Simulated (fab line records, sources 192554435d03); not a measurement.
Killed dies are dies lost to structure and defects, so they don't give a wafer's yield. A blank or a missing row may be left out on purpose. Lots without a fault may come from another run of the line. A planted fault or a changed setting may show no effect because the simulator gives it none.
fab line records | flow n5_finfet
record lots=4 wafers=12 last_day=15
route steps=1938 shown BEOL_M4@1099 BEOL_M5@1112 MIM_BOT_ETCH@1866 PASSIVATION@1936
lots that met no fault: from a run of the same line without faults
start_h: hours from the record's first day to the start of the lot's first wafer shown | wait_h: hours since the lot's step before | " the same as in the row above | L1.1+2: a row that stands for several wafers | - no value, or no start given | * or withheld: withheld | < > ~ a bound
route shown NAME@n: a module of which the file shows steps, and the number in the route of the first | usual: mean/standard deviation of fault-free wafers | same: alike in all rows | chamber/n: place in a boat | sites: the reading at each site | _std_site: their standard deviation | _edge_site: outer sites' mean less inner sites' | radius_mm: how far each site lies from the wafer's centre | mask NAME#n: copy n | behind: the tool/chamber that last shaped the wafer | hold: why the lot was held/for how many hours/how that ended | device: the transistor (n, p or np) that didn't switch | end of line: the same wafers' tests at the end of the route | a step without rows: its recipe alone | killed: dies lost to structure and defects at the first sort, not the wafer's yield | map: a wafer's dies, x killed, . not, _ none there
set.NAME: the setting as run; set.NAME@STEP: as run at that earlier step | model.NAME: the simulator's own value behind a step, which no gauge read
lots at some steps of the route; a table a step, a row a wafer
services: from which hour (start_h, from the record's first day; less than 0 if before it) a tool's chamber was out of use, for how many hours, and why
## steps
# step N5_BEOL_M4_ANNEAL_95
# recipe temp_c=400 time_s=240 ambient=vacuum
# step N5_BEOL_M4_SPUTTER_96
# recipe material=Cu target_thk_a=45 temp_c=-20 chamber_pressure_pa=0.07 power_w=withheld time_s=8.29
# step N5_BEOL_M4_ECD_50
# recipe material=Cu target_thk_a=3000
# step N5_BEOL_M4_ANNEAL_51
# recipe temp_c=225 time_s=90 ambient=N2
# step N5_BEOL_M4_CMP_52
# recipe stop_on=SiOC t_overpolish_s=6.8 down_force_psi=1 platen_rpm=50 clearing_platen_down_force_psi=1.5 clearing_platen_rpm=50 post_cmp_clean=cu_alkaline target_thk_nm=40 clearing_platen_pad_velocity_m_s=0.99484 pad_velocity_m_s=0.99484
# step N5_BEOL_M4_PRE_CLEAN_60
# recipe gas=NH3/H2 time_s=15 temp_c=* rf_power_w=300
# step N5_BEOL_M4_CO_CAP_55
# recipe material=Co target_thk_a=20 temp_c=200 precursor=CCTBA/H2 pressure_torr=30 time_s=102.1
# step N5_BEOL_M4_PRE_CLEAN_56
# recipe gas=NH3 time_s=15 temp_c=withheld rf_power_w=300
# step N5_BEOL_M4_DEP_57
# recipe material=SiCN target_thk_a=80 temp_c=withheld precursor=3MS/NH3 pressure_torr=3 rf_w=202 time_s=14
# step N5_BEOL_M4_RC_MEAS_101
# usual DIBL_N=36.2/2 DIBL_P=36.1/2.4 IOFF_N=0.16/0.035 IOFF_P=0.22/0.041 ION_N=675/14 ION_P=465/8.6 SS_N=71.5/0.64 SS_P=73.2/0.76 VT_N=250/3.9 VT_P=-249/3.4
# columns lot.wafer tool chamber start_h wait_h DIBL_N[mV/V] DIBL_P[mV/V] IOFF_N[nA/um] IOFF_P[nA/um] ION_N[uA/um] ION_P[uA/um] SS_N[mV/dec] SS_P[mV/dec] VT_N[mV] VT_P[mV]
L161.2 prober-01 0 213.38 0.2 37.6 39.5 0.20 0.28 695 472 71.6 73.4 246 -245
L161.3 " 0 " " 37.8 40.3 0.21 0.30 688 479 71.5 73.7 245 -243
L161.6 " 0 " " 36.3 36.5 0.17 0.24 683 467 71.7 72.4 248 -246
L162.2 prober-02 0 225.34 0.2 33.3 33.7 0.12 0.18 647 453 70.1 72.8 253 -247
L162.3 " 0 " " 34.5 34.4 0.13 0.19 653 455 70.6 73.2 250 -251
L162.6 " 0 " " 35.4 34.5 0.15 0.19 671 462 71.1 73.5 251 -252
L163.3 prober-02 0 227.29 0.3 39.9 40.1 0.22 0.27 695 472 72.5 74.0 243 -245
L163.4 " 0 " " 35.2 33.3 0.12 0.15 671 460 71.5 73.3 252 -253
L163.6 " 0 " " 36.2 35.1 0.15 0.18 688 465 71.3 72.9 247 -252
L164.1 prober-01 0 245.24 0.0 35.3 34.6 0.15 0.24 669 468 71.6 73.5 250 -244
L164.2 " 0 " " 31.1 30.1 0.09 0.16 640 459 70.2 71.3 258 -252
L164.6 " 0 " " 30.4 30.0 0.09 0.17 654 464 70.2 71.8 257 -251
# step N5_BEOL_M5_ILD_DEP_00
# recipe material=SiCOH_lowk target_thk_a=1406.4 temp_c=300 precursor=DEMS/porogen pressure_torr=5 rf_w=500 time_s=25.9
# step N5_BEOL_M5_CURE_79
# recipe temp_c=385 time_s=240 ambient=He/Ar material=SiCOH_lowk
# step N5_BEOL_M5_PECVD_70
# recipe material=SiO2 target_thk_a=160 temp_c=400 precursor=TEOS/O2 pressure_torr=5.5 rf_w=450 teos_flow_sccm=53.8 gas=O2 flow_sccm=3000 time_s=18
# step N5_BEOL_M5_HM_DEP_02
# recipe material=TiN target_thk_a=200 temp_c=25 chamber_pressure_pa=0.49996
# step N5_BEOL_M5_COAT_59
# recipe resist=SOC temp_c=250 time_s=60 spin_rpm=1500 resist_thk_nm=60
# step N5_BEOL_M5_COAT_60
# recipe resist=SiARC temp_c=220 time_s=60 spin_rpm=1500 resist_thk_nm=12
# step N5_BEOL_M5_COAT_71
# recipe resist=underlayer temp_c=205 time_s=60 spin_rpm=1500 resist_thk_nm=5
# step N5_BEOL_M5_COAT_05
# recipe resist=CAR-EUV spin_rpm=1500 resist_thk_nm=30
# step N5_BEOL_M5_EBR_07
# recipe solvent=PGMEA ebr_width_mm=1.5
# step N5_BEOL_M5_SOFTBAKE_06
# recipe temp_c=110 time_s=60 resist=CAR-EUV
# step N5_BEOL_M5_EXPOSE_08
# recipe mask_id=M5 na=0.33 source_shape=annular sigma_inner=0.4 sigma_outer=0.8 polarization=unpolarized target_cd_nm=28 dose_mj=35.75
# step N5_BEOL_M5_PEB_09
# recipe peb_temp_c=100 peb_time_s=60 resist=CAR-EUV
# step N5_BEOL_M5_DEVELOP_10
# recipe develop_time_s=30 developer=TMAH resist=CAR-EUV rinse_liquid=surfactant_rinse dry=air_spin dev_temp_c=23
# step N5_BEOL_M5_DESCUM_16
# recipe chemistry=O2 time_s=7 source_power_w=50 bias_power_w=20 pressure_mtorr=20 rf_frequency_hz=2.712e+07 temp_c=40 resist=CAR-EUV o2_flow_sccm=225
# step N5_BEOL_M5_ETCH_72
# recipe chemistry=N2/H2 target=underlayer target_depth_a=65 mask_material=CAR-EUV time_s=5.2 ion_energy_ev=200 pressure_mtorr=30 source_w=840 bias_w=150 n2_flow_sccm=200 h2_flow_sccm=200 ends=cleared
# step N5_BEOL_M5_ETCH_61
# recipe chemistry=CF4 target=SiARC target_depth_a=156 mask_material=CAR-EUV time_s=26 ion_energy_ev=80 pressure_mtorr=40 source_w=545 bias_w=36 Ar_flow_sccm=100 cf4_flow_sccm=100 ends=cleared
# step N5_BEOL_M5_ETCH_62
# recipe chemistry=N2/H2 target=SOC target_depth_a=750 overetch_a=150 mask_material=SiARC temp_c=40 time_s=112.5 ion_energy_ev=200 pressure_mtorr=30 source_w=840 bias_w=150 n2_flow_sccm=200 h2_flow_sccm=200
# step N5_BEOL_M5_STRIP_63
# recipe chemistry=N2/H2 temp_c=40 n2_flow_sccm=200 h2_flow_sccm=200 rf_frequency_hz=6e+07
# step N5_BEOL_M5_STRIP_73
# recipe chemistry=N2/H2 temp_c=40 n2_flow_sccm=200 h2_flow_sccm=200 rf_frequency_hz=6e+07
# step N5_BEOL_M5_STRIP_64
# recipe chemistry=CF4 resist=SiARC power_w=300 bias_power_w=75 pressure_mtorr=50 cf4_flow_sccm=150 rf_frequency_hz=6e+07
# step N5_BEOL_M5_HM_OPEN_17
# recipe chemistry=Cl2/BCl3 target_depth_a=200 overetch_a=60 target=TiN mask_material=SOC ion_energy_ev=150 pressure_mtorr=10 icp_w=1000 bias_w=126 Cl2_flow_sccm=53.25 bcl3_flow_sccm=21.75 Ar_flow_sccm=25
# step N5_BEOL_M5_STRIP_19
# recipe chemistry=O2 power_w=400 temp_c=40 pressure_mtorr=30 rf_frequency_hz=6e+07 bias_power_w=0 overash_fraction=0.2 o2_flow_sccm=225
# step N5_BEOL_M5_COAT_65
# recipe resist=SOC temp_c=250 time_s=60 spin_rpm=1500 resist_thk_nm=60
# step N5_BEOL_M5_COAT_66
# recipe resist=SiARC temp_c=220 time_s=60 spin_rpm=1500 resist_thk_nm=12
# step N5_MIM_BOT_ETCH_ETCH_04
# recipe chemistry=CF4/O2 target=SiNx target_depth_a=260 time_s=13 ion_energy_ev=100 pressure_mtorr=40 source_w=535 bias_w=49 Ar_flow_sccm=100 cf4_flow_sccm=100 O2_flow_sccm=10
# usual O2_flow_sccm=10.01/0.031 drypump_motor_current_A=5.6/0.38 mfc_ar_sccm=100.0/0.32 oes_product_au=0.81/0.092 rf_vpp_V=237/5.2 showerhead_plenum_p_Torr=2.18/0.065 throttle_valve_pct=15.87/0.2
# columns lot.wafer tool chamber start_h wait_h O2_flow_sccm drypump_motor_current_A mfc_ar_sccm oes_product_au rf_hours_counter_h rf_vpp_V showerhead_plenum_p_Torr throttle_valve_pct model.etch.depth_nm model.coat_of_MIM_BOT_LITHO_COAT_02.thk_nm model.MIM_BOT_ETCH.cd_offset_nm
L161.2 rie_diel-04 1 313.64 0.0 10.00 5.4 100.0 0.83 82 240 2.13 15.90 26.17 * 0
L161.3 " 0 " " 10.04 6.1 99.8 0.95 11 242 2.15 15.70 26.09 * 0
L161.6 " 2 " " 10.00 5.5 100.0 0.76 - 240 2.12 15.75 25.83 * 0
L162.2 rie_diel-04 2 315.37 0.0 9.99 5.5 99.6 0.76 112 240 2.12 15.76 25.89 * 0
L162.3 " 0 " " 10.06 6.1 99.9 0.71 12 242 2.15 15.65 15.41 * 0.4
L162.6 " 0 " " 10.01 6.1 99.6 0.95 - 241 2.15 15.72 26 * -0.2
L163.3 rie_diel-04 3 323.74 0.0 10.00 4.9 99.9 0.53 207 233 2.10 16.06 14.5 * 0.4
L163.4 " 2 " " 10.00 5.5 100.2 0.57 115 240 2.12 15.71 15.31 * 0.6
L163.6 " 0 " " 9.95 6.1 100.0 0.95 - 241 2.15 15.72 26.08 * -0.2
L164.1 rie_diel-01 0 341.90 0.0 10.06 5.7 100.4 0.94 13 246 2.34 15.73 26.72 * 0
L164.2 " 2 " " 10.00 5.9 99.7 0.83 67 234 2.16 15.85 26.07 * -0.2
L164.6 " 2 " " 10.03 5.9 100.1 0.83 - 234 2.16 15.85 25.87 * -0.2
# step N5_MIM_BOT_ETCH_ETCH_03
# recipe chemistry=Cl2/BCl3 target_depth_a=120 pressure_mtorr=8 icp_w=800 bias_w=100 Cl2_flow_sccm=20 bcl3_flow_sccm=80
# usual drypump_motor_current_A=5.9/0.44 oes_product_au=0.84/0.07 throttle_valve_pct=27.07/0.29
# columns lot.wafer tool chamber start_h wait_h drypump_motor_current_A oes_product_au rf_hours_counter_h throttle_valve_pct model.MIM_BOT_ETCH.cd_offset_nm
L161.2 rie_metal-02 0 313.73 0.1 5.9 0.80 28 26.81 0.2
L161.3 " 0 " " 5.9 0.80 - 26.79 0
L161.6 " 1 " " 5.0 0.75 - 27.01 -0.4
L162.2 rie_metal-01 1 315.46 0.1 5.3 0.76 50 27.42 0.2
L162.3 " 0 " " 5.8 0.62 - 26.82 0.8
L162.6 " 1 " " 5.2 0.77 - 27.41 0.4
L163.3 rie_metal-03 0 323.85 0.1 6.2 0.56 - 26.82 1
L163.4 " 1 " " 6.2 0.64 - 27.45 0.8
L163.6 " 0 " " 6.2 0.93 - 26.83 0
L164.1 rie_metal-01 0 341.99 0.1 5.8 0.80 36 26.84 0.2
L164.2 " 1 " " 5.3 0.76 52 27.41 -0.4
L164.6 " 1 " " 5.3 0.75 - 27.41 -0.2
# step N5_MIM_BOT_ETCH_ETCH_00
# recipe chemistry=Cl2/BCl3 target=TiN target_depth_a=455 ion_energy_ev=150 pressure_mtorr=10 icp_w=1000 bias_w=126 Cl2_flow_sccm=53.25 bcl3_flow_sccm=21.75 Ar_flow_sccm=25
# usual drypump_motor_current_A=5.9/0.43 mfc_ar_sccm=25.00/0.072 oes_product_au=0.84/0.07 throttle_valve_pct=21.55/0.19
# columns lot.wafer tool chamber start_h wait_h drypump_motor_current_A mfc_ar_sccm oes_product_au rf_hours_counter_h throttle_valve_pct model.coat_of_MIM_BOT_LITHO_COAT_02.thk_nm
L161.2 rie_metal-02 0 313.82 0.1 5.9 24.92 0.80 28 21.31 *
L161.3 " 0 " " 5.9 25.10 0.80 - 21.32 *
L161.6 " 1 " " 5.0 25.05 0.75 - 21.39 *
L162.2 rie_metal-01 1 315.55 0.1 5.3 24.98 0.76 50 21.76 *
L162.3 " 0 " " 5.8 25.01 0.62 - 21.65 *
L162.6 " 1 " " 5.3 25.02 0.77 - 21.75 *
L163.3 rie_metal-03 0 323.95 0.1 6.2 24.92 0.56 - 22.05 *
L163.4 " 1 " " 6.2 25.06 0.64 - 22.15 *
L163.6 " 0 " " 6.2 24.98 0.93 - 21.49 *
L164.1 rie_metal-01 0 342.08 0.1 5.8 25.06 0.81 36 21.32 *
L164.2 " 1 " " 5.3 24.96 0.76 52 21.77 *
L164.6 " 1 " " 5.3 25.03 0.76 - 21.75 *
# step N5_PASSIVATION_PROBE_49
# usual defect_limited_yield=91.1/1.4 killed_at_M0_to_M3=36/9.9 killed_at_M4_up=13/5.8 killed_at_contacts=14/5.9 killed_at_front_end=39/11 killed_at_other=3.4/2.9 killed_dies=105/17 killed_open=70/13 killed_short=34/7.3 sort_bin_5_function=5.3/1 sort_bin_6_memory=3.3/0.62 sort_bin_8_speed=0.01/0.057 sort_n_pass=1075/17 sort_yield_pct=91.1/1.4
# same gross_dies=1180 killed_at_back_side=0 sort_bin_4_leakage[%]=0
# columns lot.wafer tool chamber start_h wait_h defect_limited_yield[%] killed_at_M0_to_M3 killed_at_M4_up killed_at_contacts killed_at_front_end killed_at_other killed_dies killed_open killed_short sort_bin_5_function[%] sort_bin_6_memory[%] sort_bin_8_speed[%] sort_n_pass sort_yield_pct[%]
L161.2 prober-01 - 322.70 0.1 91.9 34 10 13 32 6 95 55 40 4.3 3.6 0 1085 91.9
L161.3 prober-01 - 322.75 0.1 92.4 13 8 17 51 1 90 54 36 4.7 2.5 0 1090 92.4
L161.6 prober-01 - 322.90 0.3 91.8 21 14 14 48 0 97 69 27 4.6 3.4 0 1083 91.8
L162.2 prober-01 - 323.84 0.1 88.9 51 8 26 42 4 131 79 41 5.3 4.3 0 1049 88.9
L162.3 prober-01 - 323.89 0.1 50.3 32 17 8 24 505 586 54 31 46.3 3.1 0 594 50.3
L162.6 prober-01 - 324.04 0.3 91.0 33 9 20 43 1 106 66 30 4.6 3.4 0 1074 91.0
L163.3 prober-02 - 333.66 0.5 33.7 45 6 10 23 698 782 54 30 63.0 3.2 0 398 33.7
L163.4 prober-02 - 333.71 0.5 66.9 33 21 14 23 299 390 63 29 30.1 2.6 0 790 66.9
L163.6 prober-02 - 333.81 0.6 93.6 39 10 6 20 0 75 55 19 4.0 2.4 0 1105 93.6
L164.1 prober-01 - 353.71 0.0 93.5 19 7 11 35 5 77 50 26 3.2 3.0 0 1103 93.5
L164.2 prober-01 - 353.76 0.1 92.7 30 8 14 27 7 86 49 32 3.9 3.2 0.08 1093 92.6
L164.6 prober-01 - 353.96 0.3 90.8 30 16 7 51 4 108 69 37 4.7 3.9 0.08 1071 90.8
# killed by level:class
L161.2 MOL_CONTACT_COAG:geometric_particle:open=10 BEOL_M0_SAQP:geometric_particle:open=8 BEOL_M0_SAQP:geometric_particle:short=7 STI_FIN_REVEAL:geometric_particle:open=6 GATE_CUT:geometric_particle:short=6 BEOL_M1:geometric_particle:short=6 BEOL_M2:geometric_particle:open=5 GATE_CUT:geometric_particle:open=4
L161.3 MOL_CONTACT_COAG:geometric_particle:open=13 FIN_SAQP:geometric_particle:short=11 FIN_SAQP:geometric_particle:open=10 STI_FIN_REVEAL:geometric_particle:open=5 BEOL_M1:geometric_particle:short=5 GATE_CUT:geometric_particle:short=5 DUMMY_GATE:geometric_particle:open=4 BEOL_M3:geometric_particle:open=4
L161.6 MOL_CONTACT_COAG:geometric_particle:open=14 STI_FIN_REVEAL:geometric_particle:open=13 FIN_SAQP:geometric_particle:short=9 BEOL_M2:geometric_particle:open=7 BEOL_M4:geometric_particle:open=6 GATE_CUT:geometric_particle:short=5 ILD0:geometric_particle:open=4 BEOL_M0_SAQP:geometric_particle:short=4
L162.2 MOL_CONTACT_COAG:geometric_particle:open=18 BEOL_M1:geometric_particle:open=16 BEOL_M0_SAQP:geometric_particle:short=12 HKMG_FIN:area_etch=11 MOL_CONTACT_COAG:geometric_particle:short=8 BEOL_M0_SAQP:geometric_particle:open=8 FIN_SAQP:geometric_particle:short=7 STI_FIN_REVEAL:geometric_particle:open=6
L162.3 MIM_BOT_ETCH:area_etch=501 BEOL_M2:geometric_particle:open=9 MOL_CONTACT_COAG:geometric_particle:open=8 BEOL_M5:geometric_particle:open=8 FIN_SAQP:geometric_particle:open=4 BEOL_M0_SAQP:geometric_particle:short=4 BEOL_M2:geometric_particle:short=4 BEOL_M3:geometric_particle:open=4
L162.6 MOL_CONTACT_COAG:geometric_particle:open=17 BEOL_M0_SAQP:geometric_particle:open=13 HKMG_FIN:area_etch=9 FIN_SAQP:geometric_particle:short=8 BEOL_M2:geometric_particle:open=5 ILD0:geometric_particle:open=5 BEOL_M1:geometric_particle:open=5 GATE_CUT:geometric_particle:short=4
L163.3 MIM_BOT_ETCH:area_etch=697 BEOL_M0_SAQP:geometric_particle:short=9 MOL_CONTACT_COAG:geometric_particle:open=8 BEOL_M0_SAQP:geometric_particle:open=7 BEOL_M2:geometric_particle:open=7 BEOL_M3:geometric_particle:open=7 BEOL_M0:geometric_particle:open=6 FIN_SAQP:geometric_particle:short=5
L163.4 MIM_BOT_ETCH:area_etch=298 MOL_CONTACT_COAG:geometric_particle:open=11 BEOL_M4:geometric_particle:open=11 BEOL_M0_SAQP:geometric_particle:open=8 BEOL_M2:geometric_particle:open=6 DUMMY_GATE:geometric_particle:open=5 GATE_CUT:geometric_particle:short=5 BEOL_M0:geometric_particle:open=5
L163.6 BEOL_M2:geometric_particle:open=10 BEOL_M3:geometric_particle:open=9 BEOL_M0_SAQP:geometric_particle:short=8 STARTING-WAFER:geometric_particle:open=7 BEOL_M4:geometric_particle:open=7 MOL_CONTACT_COAG:geometric_particle:open=6 DUMMY_GATE:geometric_particle:open=5 BEOL_M0_SAQP:geometric_particle:open=4
L164.1 FIN_SAQP:geometric_particle:open=9 FIN_SAQP:geometric_particle:short=8 MOL_CONTACT_COAG:geometric_particle:open=8 BEOL_M3:geometric_particle:open=5 STI_FIN_REVEAL:geometric_particle:open=4 BEOL_M2:geometric_particle:open=4 BEOL_M4:geometric_particle:open=4 STARTING-WAFER:geometric_particle:open=4
L164.2 MOL_CONTACT_COAG:geometric_particle:open=11 BEOL_M0_SAQP:geometric_particle:short=10 FIN_SAQP:geometric_particle:open=5 BEOL_M1:geometric_particle:open=5 BEOL_M2:geometric_particle:open=5 DUMMY_GATE:geometric_particle:open=4 MOL_CONTACT_COAG:geometric_particle:short=3 BEOL_M0_SAQP:geometric_particle:open=3
L164.6 STI_FIN_REVEAL:geometric_particle:open=10 BEOL_M3:geometric_particle:open=9 FIN_SAQP:geometric_particle:open=8 FIN_SAQP:geometric_particle:short=7 BEOL_M1:geometric_particle:open=7 BEOL_M4:geometric_particle:open=6 MOL_CONTACT_COAG:geometric_particle:open=5 STARTING-WAFER:geometric_particle:open=5
# map L162.3 (x killed, . not)
_________________............________________
______________.x.....x.......x.._____________
___________...........xx...........__________
__________.x.x...x.x..xx............_________
________..........xx.x....xx.........._______
_______.......x.xxx...xxxx..x......x..x______
______.......x..xx.x.xxxxxx...x..xx.x..._____
_____....x..x.x.x.xx.xxxxxxxxxxxxxxxx....____
____x.......x.x.xxxxxxxxxx.xxx.x.xxxxxxx..___
___..xx.........xxxxxxxxxxxxx.xxxxxxxxxx.x.__
___..........xxxxxxxxxxxxxxxxxxxxxxxxxx....__
__x.....x...xxxxxxxxxxxxxxx.xx.xxxxxxxxxxx.._
__......xxxxxxxxxxxxxxxxxxxxxxxxxxx.xxxxxxxx_
_..x....x.x.xxxxxxxxxxxxxxxxxx..xxxxxxxx..x..
_....x.....x.xxxxxxxxxxxxxxxxxxxxxxxxxxx.x...
_x........xxxxxxxxxxxxxxxxxxxxxxxxxxxx.xxx..x
_....x...x.x.xxxxxxxxxxxxxxxxxx...xxx....x..x
_.x..x.....xxx.xxxxxxxxxxxxxxxxxxxxxxxxx.....
_.........x.xx.xxxxxxxxx.xxxxxx.xx.x......x..
_........x.xx..xxxxxxxxxxxxxxxxxxxxxxx..x.x..
_x..............xxxxxxxxxxxxxxxx.xxxxxx....x.
__.............xxxxxxxxxx.xxxxxxxx.xxxx....._
__......x........xxxxxxxxxxxxxxxxxxxx...x..._
___..x.............xxxxxxxxxxxx.x.xx..x...x__
___.......x......x.xxxxxxxxxxxxxx.xx.x...x.__
____.x..x.......x...xx.xxxxxxxxx.x.xx..x.x___
_____.....x.x.xx....xxxx.xxxx....x.xxxxx.____
______.......x...x.x..x.x..x......x..x.._____
_______.........x..xxxx.x.xx...........______
________.........x..xx.xx.xx.........._______
__________....x....xx.x.....x....x.x_________
___________......xx...x.......x.x..__________
______________.xx.x..........x.._____________
_________________......x.....________________
# map L163.3 (x killed, . not)
_________________...x...x....________________
______________.xx...x......x..x._____________
___________x............x..x.xx....__________
__________.xxx.xx....x..xx....x....._________
________x...x.xx.x.x.xxxxxx.xx.x......_______
_______.x.xxx.x.xxxx.xxx.xxx........x.x______
______...xxxxxx.x.xxxxxxxxxxxx.......xx._____
_____xxxxxxxxxx.xxxxxxxxxxxxx..xx.......x____
____xxxxx.x.xxxxxxxxxxxxxxx.xxxxx....x...x___
___x.xxxxxx.xxxxxxxxxxx...xxxxx..x.xxxx....__
___xxxx.xxxxxxxxxx.xxxxxxxx.xxxx.x...xxx..x__
__xx.xxxxxxxxxxxxxx..xxxxxxx.xxxx.xx.x.x.x.._
__.xx.xxxxxxxxxxxxxxxxxxxxxxx.xxxxxx.xxx.x.._
_xxxxxxxxxxxxxxxxxxxxxxxxxxx.xx.xxxxxxxx.xx..
_xxxxxxxxxxxxxxxxxxx.xxxxxxxxxxxxxxxx.xxxxx..
_...x.x.xxxxxxxxxxxxxxxxxxxxxxxxxxxxxxx..xxx.
_x...x.x.xxxxxxxxxxx.xxxxxxxxxxxxxxxxxxxx...x
_xx..xxxx.xxxxxxxxxxxxxxxxxxxxxxxxxxxxxxx....
_x...xx.xxxxxxxxxxxxxxxxxxxxxxxxxxxxx.xxxxx..
_x.x..x.xxxxx.xx.xxxxxxxxxxxxxxxxxxxxx.x...xx
_xx.xx.x.x.xxx.xxxxxxxxxxxxxxxxxxxxxxx.xx....
__xx.xxxx..xxxxxxxxxxxxxxxxxxxxxxxxxxx.x.x.._
__xxxxxxxxx.xxxxxxxxxxxxxxxxxx.xxxx.x......._
___..x..xx.xxxxxxxxxxxxxxxx.xxxxxxxx....x..__
___.....x..xxxxxxxxxxxxxxxx.xxxx.xx........__
____..xxxxxx.xxxxxxxxxxxxxx.xx.xxx.x.x.x..___
_____xxxx.x.xxxx.xxxxxxxxxxx.xxxxxx....x.____
______....x..xxxx.xxxxxxx.x.x.x...x....._____
_______.....x..x..xxx.xxxx.x.xx.x.x....______
________.x....x.x.x.xx.x.x.........x.._______
__________.x.....xxx.xx...x.......x._________
___________...xx..x.x.xx...........__________
______________...xxxx.x...xx...._____________
_________________....x.x..x..________________
## services
# columns tool chamber start_h hours kind
rie_diel-01 0 293.81 - clean
rie_diel-01 0 293.81 - consumable_replace:focus_ring
rie_diel-01 0 293.81 - consumable_replace:showerhead
rie_diel-01 0 293.81 15.5 scheduled_down
rie_diel-01 0 293.81 15.5 vent_cycle
rie_metal-03 1 301.29 4.4 repair
## key
first_sign step=N5_MIM_BOT_ETCH_ETCH_04 reading=oes_product_au direction=down sigmas=2.3 usual=0.81 struck=0.60 wafers_moved=2
effect step=N5_MIM_BOT_ETCH_ETCH_03 reading=oes_product_au direction=down sigmas=3.4 usual=0.84 struck=0.61
effect step=N5_MIM_BOT_ETCH_ETCH_00 reading=oes_product_au direction=down sigmas=3.4 usual=0.84 struck=0.61
effect step=N5_PASSIVATION_PROBE_49 reading=killed_at_other direction=up sigmas=99+ usual=3.4 struck=500.7
model_effect step=N5_MIM_BOT_ETCH_ETCH_04 value=etch.depth_nm without=25.67 struck=15.08
model_effect step=N5_MIM_BOT_ETCH_ETCH_03 value=MIM_BOT_ETCH.cd_offset_nm without=0.3333 struck=0.8667
model_effect step=N5_MIM_BOT_ETCH_ETCH_00 value=coat_of_MIM_BOT_LITHO_COAT_02.thk_nm without=* struck=*
more_kills_born_at N5_MIM_BOT_ETCH_ETCH_04@rie_diel-04=1496
met_at N5_MIM_BOT_ETCH_ETCH_04
struck_wafers L162.3,L163.3,L163.4
later_rows_left_out L163.3
baseline_loss step=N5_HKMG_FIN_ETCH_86 wafers=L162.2
onset_between 313.64 315.37
fault kind=process_parameter_drift tool=rie_diel-04 chamber=- onset_h=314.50 steps=N5_MIM_BOT_ETCH_ETCH_04 channel=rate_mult offset=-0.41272 shape=step end_h=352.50 scope=struck_wafers_only
# later_rows_left_out: the simulator's readings of these wafers behind a module that went badly wrong aren't trusted and aren't shown, but for the sort
# baseline_loss: these wafers lose ten dies or more at that step, a loss of the line's own and not of a fault; the sort's usual values leave them out
